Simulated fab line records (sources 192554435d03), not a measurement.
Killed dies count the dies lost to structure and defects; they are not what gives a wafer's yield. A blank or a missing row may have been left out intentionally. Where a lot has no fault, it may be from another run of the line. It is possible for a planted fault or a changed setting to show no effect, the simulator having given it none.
A single fault, viewed from 3 desks :: flow n5-finfet :: every desk sees just its own numbers, and what lay behind them comes last

## THE DEFECT DESK
Per lot, the means of the sampled wafers with a number show what the inspections along the route counted. A lot is out of limits, marked OUT, if its mean lies more than 4 standard deviations from the usual mean; the brackets give that distance.
Columns: A = raw-defect-count at N5_BEOL_M10_INSPECT_58, usual 79; B = raw-defect-count at N5_BEOL_M11_INSPECT_13, usual 429
lot: L590
first seen here: day 10 21:46
A: 47
B: 325

lot: L592
first seen here: day 11 14:44
A: 67
B: 310

lot: L593
first seen here: day 12 05:50
A: 61
B: 342

lot: L600
first seen here: day 13 08:20
A: 82
B: 464

lot: L602
first seen here: day 14 04:44
A: 88
B: 440

lot: L603
first seen here: day 14 12:19
A: 67
B: 329
This desk found nothing out of limits on any of the 6 lots.

## METROLOGY DESK
Means of the sampled wafers that have a number, per lot and without regard to the tool the lot ran on: this is what the gauges read. A lot is out of limits, marked OUT, if its mean lies more than 4 standard deviations from the usual mean; the brackets give that distance.
Columns: A = M10_THK at N5_BEOL_M10_THK_MEAS_53, usual 137.9 nm; B = M10_RS at N5_BEOL_M10_RS_MEAS_57, usual 0.151 ohm/sq; C = M11_ILD_THK at N5_BEOL_M11_THK_MEAS_01, usual 269 nm; D = cd-nm at N5_BEOL_M11_CD_MEAS_11, usual 64.1 nm; E = M11_OVL at N5_BEOL_M11_OVL_MEAS_12, usual 0.5 nm; F = cd-nm at N5_BEOL_M11_CD_MEAS_18, usual 69.9 nm; G = cd-nm at N5_BEOL_M11_CD_MEAS_28, usual 70.1 nm
lot: L590
first seen here: day 10 21:36
A: 137.2
B: 0.151
C: 273
D: 64.1
E: 0.1
F: 69.9
G: 70.3

lot: L592
first seen here: day 11 14:34
A: 136.7
B: 0.153
C: 267
D: 64.1
E: 0.9
F: 69.9
G: 68.7

lot: L593
first seen here: day 12 05:41
A: 136.1
B: 0.152
C: 273
D: 63.6
E: -0.2
F: 68.8
G: 71.2

lot: L600
first seen here: day 13 08:10
A: 138.1
B: 0.151
C: 271
D: 63.4
E: 1.1
F: 69.1
G: 69.7

lot: L602
first seen here: day 14 04:34
A: 139.6
B: 0.149
C: 269
D: 64.2
E: 0.8
F: 70.5
G: 70.4

lot: L603
first seen here: day 14 12:10
A: 141.2
B: 0.147
C: 265
D: 63.8
E: 0.1
F: 69.5
G: 69.2
This desk found nothing out of limits on any of the 6 lots.

## FOR THE TOOL OWNER'S DESK: pecvd-02
The tool's own readings at N5_BEOL_M11_PECVD_70 (deposits SiO2 from TEOS/O2, target thk 20 nm, time 22.7 s): means of the sampled wafers that have a number, for each lot that ran on this tool. A lot is out of limits, marked OUT, if its mean lies more than 4 standard deviations from the usual mean; the brackets give that distance.
Columns: A = heater-power-w at N5_BEOL_M11_PECVD_70, usual 692 W; B = showerhead-plenum-p-Torr at N5_BEOL_M11_PECVD_70, usual 8.80 Torr; C = susceptor-temp-C at N5_BEOL_M11_PECVD_70, usual 399.96 C; D = throttle-valve-pct at N5_BEOL_M11_PECVD_70, usual 22.5 %
lot: L590
first seen here: day 10 22:25
A: 815
B: 8.82
C: 400.03
D: 21.6

lot: L592
first seen here: day 11 15:23
A: 642
B: 8.77
C: 388.26 (-51) OUT
D: 20.4

lot: L593
first seen here: day 12 06:31
A: 631
B: 8.78
C: 388.25 (-51) OUT
D: 21.0
This desk finds L592, L593 out of limits, L592 being first, at day 11 15:23 (susceptor-temp-C at N5_BEOL_M11_PECVD_70). L590: within limits.

## BROUGHT TOGETHER
At day 11 15:23, on L592, L593, the tool owner's desk was in a position to raise an alarm.
Nothing out of limits was seen by the defect desk.
At the metrology desk, nothing out of limits was observed.
The defect desk has L592, L593 on record, within its limits.
The metrology desk has L592, L593 on record, within its limits.
Of the lots named, all ran N5_BEOL_M11_PECVD_70 on pecvd-02.

## WHAT THE SIMULATOR HAD INSERTED
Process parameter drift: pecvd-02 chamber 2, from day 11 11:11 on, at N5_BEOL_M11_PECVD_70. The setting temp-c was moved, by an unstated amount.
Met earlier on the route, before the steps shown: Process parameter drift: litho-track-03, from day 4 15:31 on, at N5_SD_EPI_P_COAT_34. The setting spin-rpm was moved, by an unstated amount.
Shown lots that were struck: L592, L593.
Hours from the fault's start to each desk's first reading out of limits: the tool owner's desk, 4.
